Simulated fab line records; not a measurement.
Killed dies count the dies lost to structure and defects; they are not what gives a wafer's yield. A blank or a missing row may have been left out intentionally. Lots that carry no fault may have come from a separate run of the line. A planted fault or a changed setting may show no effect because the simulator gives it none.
fab line records + flow nandHarc + part 2 of 2: steps 17 to 24 of 24
record
- lots=5
- wafers=15
- lastDay=24
route steps=1159 shown A_CHANNEL_HOLE_D1@461
lots untouched by any fault: they come from a run of this same line in which no faults occurred
startH: the number of hours between the record's first day and the start of the first shown wafer of the lot + waitH: hours elapsed since this lot's preceding step + " as in the row above + L1.1+2: several wafers, shown together as one row + - no value, or no start given + * or withheld: withheld + < > ~ a bound
route shown NAME@n: a module of which the file shows steps, and the number in the route of the first + usual: average and standard deviation across the fault-free wafers + same: alike in all rows + chamber/n: place in a boat + sites: readings site by site + _std_site: standard deviation across them + _edge_site: mean of outer sites minus mean of inner sites + radiusMm: how far each site lies from the wafer's centre + mask NAME#n: copy n + behind: the last tool/chamber to shape the wafer + hold: reason for holding the lot/hours on hold/outcome of the hold + device: whichever transistor did not switch (one of n, p or np) + end of line: the route-end tests of the same wafers + for a step that has no rows: nothing shown but its recipe + killed: count of dies lost to structure and defects at first sort (not the wafer's yield) + map: the dies of a wafer, with x for killed, . for not killed, _ for no die there
set.NAME: the setting that was run; set.NAME@STEP: the one run at that earlier step + model.NAME: the simulator's own value behind a step, which no gauge read
lots seen at some steps along the route; tables by step, rows by wafer
services: from which hour (startH, from the record's first day; less than 0 if before it) a tool's chamber was out of use, for how many hours, and why
## steps
# step NHARC_A_CHANNEL_HOLE_D1_ETCH_25
# recipe
- biasV=5000
- sourceW=withheld
- pressureMtorr=20
- timeS=1040.2
- arFlowSccm=375
- c4f8FlowSccm=93.8
- o2FlowSccm=31.2
- tempC=-20
- targetDepthA=15000
- chemistry=C4F8/O2/Ar
# usual
- drypumpMotorCurrentA=5.82/0.2
- showerheadPlenumPTorr=3.68/0.15
- throttleValvePct=32.235/0.0091
| lot.wafer | tool       | chamber | startH | waitH | drypumpMotorCurrentA | rfHoursCounterH | showerheadPlenumPTorr | throttleValvePct |
|-----------|------------|---------|--------|-------|----------------------|-----------------|-----------------------|------------------|
| L085.3    | harEtch-02 | 0       | 260.64 | 0.7   | 5.62                 | -               | 3.85                  | 32.210           |
| L085.5    | "          | 0       | "      | "     | 5.62                 | -               | 3.85                  | 32.214           |
| L085.6    | "          | 1       | "      | "     | 5.78                 | -               | 3.50                  | 32.246           |
| L087.3    | harEtch-01 | 0       | 279.42 | 0.7   | 6.16                 | -               | 3.57                  | 32.227           |
| L087.6    | "          | 0       | "      | "     | 6.16                 | -               | 3.57                  | 32.253           |
| L087.5    | "          | 1       | "      | "     | 5.71                 | -               | 3.79                  | 32.230           |
| L092.2    | harEtch-02 | 0       | 290.54 | 0.7   | 5.63                 | 151             | 3.84                  | 32.243           |
| L092.6    | "          | 1       | "      | "     | 5.79                 | -               | 3.49                  | 32.223           |
| L092.5    | "          | 0       | "      | "     | 5.62                 | -               | 3.84                  | 32.242           |
| L094.3    | harEtch-01 | 0       | 297.03 | 0.7   | 6.17                 | -               | 3.56                  | 32.244           |
| L094.4    | "          | 1       | "      | "     | 5.76                 | -               | 3.79                  | 32.249           |
| L094.5    | "          | 1       | "      | "     | 5.77                 | -               | 3.79                  | 32.230           |
| L096.3    | harEtch-02 | 1       | 315.97 | 0.7   | 5.79                 | -               | 3.49                  | 32.226           |
| L096.6    | "          | 0       | "      | "     | 5.64                 | -               | 3.84                  | 32.236           |
| L096.5    | "          | 1       | "      | "     | 5.79                 | -               | 3.49                  | 32.244           |
# step NHARC_A_CHANNEL_HOLE_D1_ETCH_26
# recipe
- biasV=300
- sourceW=2000
- pressureMtorr=30
- timeS=224.1
- arFlowSccm=375
- c4f8FlowSccm=11.4
- o2FlowSccm=113.6
- tempC=-20
- targetDepthA=3000
- chemistry=C4F8/O2/Ar
# usual
- drypumpMotorCurrentA=5.82/0.21
- showerheadPlenumPTorr=3.73/0.16
- throttleValvePct=24.584/0.0094
| lot.wafer | tool       | chamber | startH | waitH | drypumpMotorCurrentA | rfHoursCounterH | showerheadPlenumPTorr | throttleValvePct |
|-----------|------------|---------|--------|-------|----------------------|-----------------|-----------------------|------------------|
| L085.3    | harEtch-02 | 0       | 261.29 | 0.5   | 5.63                 | -               | 3.91                  | 24.576           |
| L085.5    | "          | 0       | "      | "     | 5.62                 | -               | 3.91                  | 24.589           |
| L085.6    | "          | 1       | "      | "     | 5.77                 | -               | 3.54                  | 24.593           |
| L087.3    | harEtch-01 | 0       | 280.07 | 0.5   | 6.15                 | -               | 3.61                  | 24.573           |
| L087.6    | "          | 0       | "      | "     | 6.15                 | -               | 3.61                  | 24.591           |
| L087.5    | "          | 1       | "      | "     | 5.71                 | -               | 3.85                  | 24.579           |
| L092.2    | harEtch-02 | 0       | 291.31 | 0.6   | 5.62                 | 152             | 3.90                  | 24.593           |
| L092.6    | "          | 1       | "      | "     | 5.79                 | -               | 3.53                  | 24.580           |
| L092.5    | "          | 0       | "      | "     | 5.62                 | -               | 3.90                  | 24.564           |
| L094.3    | harEtch-01 | 0       | 297.68 | 0.5   | 6.21                 | -               | 3.60                  | 24.582           |
| L094.4    | "          | 1       | "      | "     | 5.73                 | -               | 3.84                  | 24.586           |
| L094.5    | "          | 1       | "      | "     | 5.73                 | -               | 3.84                  | 24.590           |
| L096.3    | harEtch-02 | 1       | 316.51 | 0.4   | 5.74                 | -               | 3.53                  | 24.582           |
| L096.6    | "          | 0       | "      | "     | 5.63                 | -               | 3.89                  | 24.592           |
| L096.5    | "          | 1       | "      | "     | 5.77                 | -               | 3.53                  | 24.590           |
# step NHARC_A_CHANNEL_HOLE_D1_ETCH_33
# recipe
- biasV=400
- sourceW=2000
- pressureMtorr=25
- timeS=90
- arFlowSccm=375
- c4f8FlowSccm=41.7
- o2FlowSccm=83.3
- tempC=-20
- targetDepthA=4000
- chemistry=C4F8/O2/Ar
# usual
- drypumpMotorCurrentA=5.81/0.2
- showerheadPlenumPTorr=3.73/0.16
- throttleValvePct=27.618/0.0088
| lot.wafer | tool       | chamber | startH | waitH | drypumpMotorCurrentA | rfHoursCounterH | showerheadPlenumPTorr | throttleValvePct |
|-----------|------------|---------|--------|-------|----------------------|-----------------|-----------------------|------------------|
| L085.3    | harEtch-02 | 0       | 261.49 | 0.2   | 5.61                 | -               | 3.90                  | 27.617           |
| L085.5    | "          | 0       | "      | "     | 5.62                 | -               | 3.90                  | 27.625           |
| L085.6    | "          | 1       | "      | "     | 5.79                 | -               | 3.54                  | 27.616           |
| L087.3    | harEtch-01 | 0       | 280.27 | 0.2   | 6.19                 | -               | 3.60                  | 27.616           |
| L087.6    | "          | 0       | "      | "     | 6.19                 | -               | 3.61                  | 27.625           |
| L087.5    | "          | 1       | "      | "     | 5.66                 | -               | 3.84                  | 27.618           |
| L092.2    | harEtch-02 | 0       | 291.51 | 0.2   | 5.63                 | 152             | 3.89                  | 27.607           |
| L092.6    | "          | 1       | "      | "     | 5.77                 | -               | 3.53                  | 27.629           |
| L092.5    | "          | 0       | "      | "     | 5.63                 | -               | 3.89                  | 27.624           |
| L094.3    | harEtch-01 | 0       | 297.88 | 0.2   | 6.20                 | -               | 3.60                  | 27.616           |
| L094.4    | "          | 1       | "      | "     | 5.73                 | -               | 3.84                  | 27.622           |
| L094.5    | "          | 1       | "      | "     | 5.73                 | -               | 3.84                  | 27.620           |
| L096.3    | harEtch-02 | 1       | 316.70 | 0.2   | 5.79                 | -               | 3.52                  | 27.617           |
| L096.6    | "          | 0       | "      | "     | 5.62                 | -               | 3.88                  | 27.621           |
| L096.5    | "          | 1       | "      | "     | 5.78                 | -               | 3.52                  | 27.613           |
# step NHARC_A_CHANNEL_HOLE_D1_STRIP_41
# recipe
- n2FlowSccm=150
- h2FlowSccm=150
- arFlowSccm=0
- biasW=0
- chemistry=N2/H2
| lot.wafer  | tool       | chamber | startH | waitH |
|------------|------------|---------|--------|-------|
| L085.3+5+6 | rieDiel-12 | 3,2,3   | 261.96 | 0.4   |
| L087.3+5+6 | rieDiel-12 | 2,3,0   | 280.76 | 0.5   |
| L092.2+6+5 | rieDiel-12 | 0,1,0   | 292.04 | 0.5   |
| L094.4+3+5 | rieDiel-07 | 3,0,3   | 298.35 | 0.4   |
| L096.3+5+6 | rieDiel-12 | 2,0,1   | 317.15 | 0.4   |
# step NHARC_A_CHANNEL_HOLE_D1_STRIP_42
# recipe
- cf4FlowSccm=100
- chf3FlowSccm=30
- arFlowSccm=0
- biasW=0
- chemistry=CF4/CHF3
| lot.wafer  | tool       | chamber | startH | waitH |
|------------|------------|---------|--------|-------|
| L085.3+5+6 | rieDiel-12 | 1,2,3   | 262.06 | 0.1   |
| L087.3+6+5 | rieDiel-12 | 1,2,3   | 280.84 | 0.1   |
| L092.2+6+5 | rieDiel-12 | 1,3,1   | 292.13 | 0.1   |
| L094.3+4+5 | rieDiel-07 | 2,0,2   | 298.44 | 0.1   |
| L096.3+6+5 | rieDiel-12 | 3,0,1   | 317.24 | 0.1   |
# step NHARC_A_CHANNEL_HOLE_D1_STRIP_43
# recipe
- o2FlowSccm=400
- cosFlowSccm=20
- arFlowSccm=0
- biasW=0
- chemistry=O2/COS
| lot.wafer  | tool       | chamber | startH | waitH |
|------------|------------|---------|--------|-------|
| L085.3+6+5 | rieDiel-12 | 1,2,3   | 262.12 | 0.1   |
| L087.3+5+6 | rieDiel-12 | 0,0,1   | 280.89 | 0.0   |
| L092.2+6+5 | rieDiel-12 | 1,0,3   | 292.19 | 0.1   |
| L094.4+3+5 | rieDiel-07 | 0,2,0   | 298.51 | 0.1   |
| L096.3+6+5 | rieDiel-12 | 0,1,2   | 317.30 | 0.1   |
# step NHARC_A_CHANNEL_HOLE_D1_ETCH_44
# recipe
- targetDepthA=1400
- overetchA=140
- timeS=77
- ionEnergyEv=100
- cf4FlowSccm=80
- o2FlowSccm=20
- arFlowSccm=0
- rfW=300
- biasW=100
- chemistry=CF4/O2
# usual
- drypumpMotorCurrentA=5.7/0.52
- oesProductAu=1.006/0.0081
- rfVppV=197.9/1.5
- showerheadPlenumPTorr=1.34/0.068
- throttleValvePct=13.397/0.0093
| lot.wafer | tool       | chamber | startH | waitH | drypumpMotorCurrentA | oesProductAu | rfHoursCounterH | rfVppV | showerheadPlenumPTorr | throttleValvePct |
|-----------|------------|---------|--------|-------|----------------------|--------------|-----------------|--------|-----------------------|------------------|
| L085.3    | rieDiel-12 | 2       | 262.18 | 0.1   | 5.8                  | 0.994        | 4.7             | 198.1  | 1.44                  | 13.388           |
| L085.6    | "          | 1       | "      | "     | 6.3                  | 0.999        | -               | 197.8  | 1.42                  | 13.398           |
| L085.5    | "          | 2       | "      | "     | 5.8                  | 0.992        | -               | 200.3  | 1.44                  | 13.391           |
| L087.3    | rieDiel-12 | 2       | 280.96 | 0.1   | 5.8                  | 0.997        | 6.0             | 199.5  | 1.44                  | 13.386           |
| L087.5    | "          | 0       | "      | "     | 6.5                  | 0.999        | -               | 199.8  | 1.44                  | 13.396           |
| L087.6    | "          | 1       | "      | "     | 6.2                  | 1.008        | -               | 199.8  | 1.42                  | 13.402           |
| L092.2    | rieDiel-12 | 3       | 292.28 | 0.1   | 5.0                  | 1.000        | 6.8             | 196.8  | 1.27                  | 13.394           |
| L092.5    | "          | 0       | "      | "     | 6.5                  | 1.002        | -               | 199.3  | 1.43                  | 13.385           |
| L092.6    | "          | 1       | "      | "     | 6.2                  | 1.004        | -               | 199.0  | 1.42                  | 13.407           |
| L094.4    | rieDiel-07 | 2       | 298.56 | 0.1   | 5.7                  | 1.007        | 3.8             | 198.3  | 1.36                  | 13.402           |
| L094.3    | "          | 0       | "      | "     | 5.7                  | 0.999        | 3.4             | 197.7  | 1.36                  | 13.390           |
| L094.5    | "          | 2       | "      | "     | 5.7                  | 1.007        | -               | 198.3  | 1.36                  | 13.408           |
| L096.3    | rieDiel-12 | 1       | 317.36 | 0.1   | 6.2                  | 0.999        | 7.3             | 199.3  | 1.42                  | 13.401           |
| L096.5    | "          | 0       | "      | "     | 6.5                  | 1.011        | -               | 198.7  | 1.43                  | 13.381           |
| L096.6    | "          | 1       | "      | "     | 6.2                  | 1.002        | -               | 199.6  | 1.42                  | 13.403           |
# step NHARC_A_CHANNEL_HOLE_D1_STRIP_27
# recipe
- o2FlowSccm=500
- arFlowSccm=0
- biasW=0
- chemistry=O2
# usual
- drypumpMotorCurrentA=5.7/0.54
- oesProductAu=1.006/0.01
- rfVppV=57.8/0.98
- showerheadPlenumPTorr=3.54/0.17
- throttleValvePct=17.038/0.0096
| lot.wafer | tool       | chamber | startH | waitH | drypumpMotorCurrentA | oesProductAu | rfHoursCounterH | rfVppV | showerheadPlenumPTorr | throttleValvePct |
|-----------|------------|---------|--------|-------|----------------------|--------------|-----------------|--------|-----------------------|------------------|
| L085.3    | rieDiel-12 | 3       | -      | -     | 5.0                  | 1.000        | 3.6             | 56.9   | 3.37                  | 17.031           |
| L085.5    | "          | 0       | "      | "     | 6.5                  | 1.009        | -               | 58.3   | 3.78                  | 17.047           |
| L085.6    | "          | 1       | "      | "     | 6.3                  | 1.009        | -               | 58.0   | 3.76                  | 17.040           |
| L087.3    | rieDiel-12 | 1       | -      | -     | 6.3                  | 1.008        | 5.7             | 57.2   | 3.76                  | 17.037           |
| L087.5    | "          | 0       | "      | "     | 6.5                  | 1.004        | -               | 57.5   | 3.78                  | 17.046           |
| L087.6    | "          | 1       | "      | "     | 6.3                  | 1.004        | -               | 58.4   | 3.75                  | 17.042           |
| L092.2    | rieDiel-12 | 0       | -      | -     | 6.5                  | 1.000        | 7.3             | 57.1   | 3.78                  | 17.031           |
| L092.6    | "          | 1       | "      | "     | 6.2                  | 0.991        | -               | 58.8   | 3.75                  | 17.043           |
| L092.5    | "          | 3       | "      | "     | 5.0                  | 0.995        | -               | 55.9   | 3.37                  | 17.028           |
| L094.4    | rieDiel-07 | 1       | -      | -     | 4.9                  | 1.014        | 3.9             | 57.7   | 3.57                  | 17.053           |
| L094.3    | "          | 0       | "      | "     | 5.7                  | 0.997        | 3.4             | 60.2   | 3.59                  | 17.051           |
| L094.5    | "          | 1       | "      | "     | 4.9                  | 1.012        | -               | 56.9   | 3.57                  | 17.044           |
| L096.3    | rieDiel-12 | 0       | -      | -     | 6.5                  | 1.009        | 8.7             | 58.5   | 3.78                  | 17.031           |
| L096.6    | "          | 2       | "      | "     | 5.8                  | 0.993        | -               | 57.8   | 3.79                  | 17.045           |
| L096.5    | "          | 3       | "      | "     | 5.0                  | 0.991        | -               | 56.3   | 3.37                  | 17.036           |
## services
| tool          | chamber | startH | hours | kind   |
|---------------|---------|--------|-------|--------|
| rieDiel-12    | 0       | 235.96 | -     | clean  |
| rieDiel-12    | 1       | 235.96 | -     | clean  |
| rieDiel-12    | 2       | 235.96 | -     | clean  |
| rieDiel-12    | 3       | 235.96 | -     | clean  |
| rieDiel-12    | 3       | 250.03 | 4.5   | repair |
| rieDiel-12    | 0       | 260.46 | -     | clean  |
| rieDiel-12    | 1       | 260.46 | -     | clean  |
| rieDiel-12    | 2       | 260.46 | -     | clean  |
| rieDiel-12    | 3       | 260.46 | -     | clean  |
| rieDiel-07    | 0       | 263.66 | 4.8   | repair |
| lithoTrack-01 | -       | 268.01 | 7.0   | pm     |
| rieDiel-07    | 2       | 272.84 | 4.3   | repair |
| rieDiel-07    | -       | 274.64 | 0.1   | repair |
| rieDiel-12    | 0       | 284.96 | -     | clean  |
| rieDiel-12    | 1       | 284.96 | -     | clean  |
| rieDiel-12    | 2       | 284.96 | -     | clean  |
| rieDiel-12    | 3       | 284.96 | -     | clean  |
| rieDiel-12    | 2       | 285.72 | 19.9  | repair |
| lithoTrack-06 | -       | 292.00 | 7.0   | pm     |
| rieDiel-12    | 1       | 297.30 | 14.9  | repair |
| harEtch-02    | -       | 302.23 | 5.8   | repair |
| harEtch-01    | -       | 305.00 | 17.0  | pm     |
| rieDiel-01    | -       | 314.85 | 9.0   | pm     |
| lithoTrack-04 | -       | 316.00 | 7.0   | pm     |
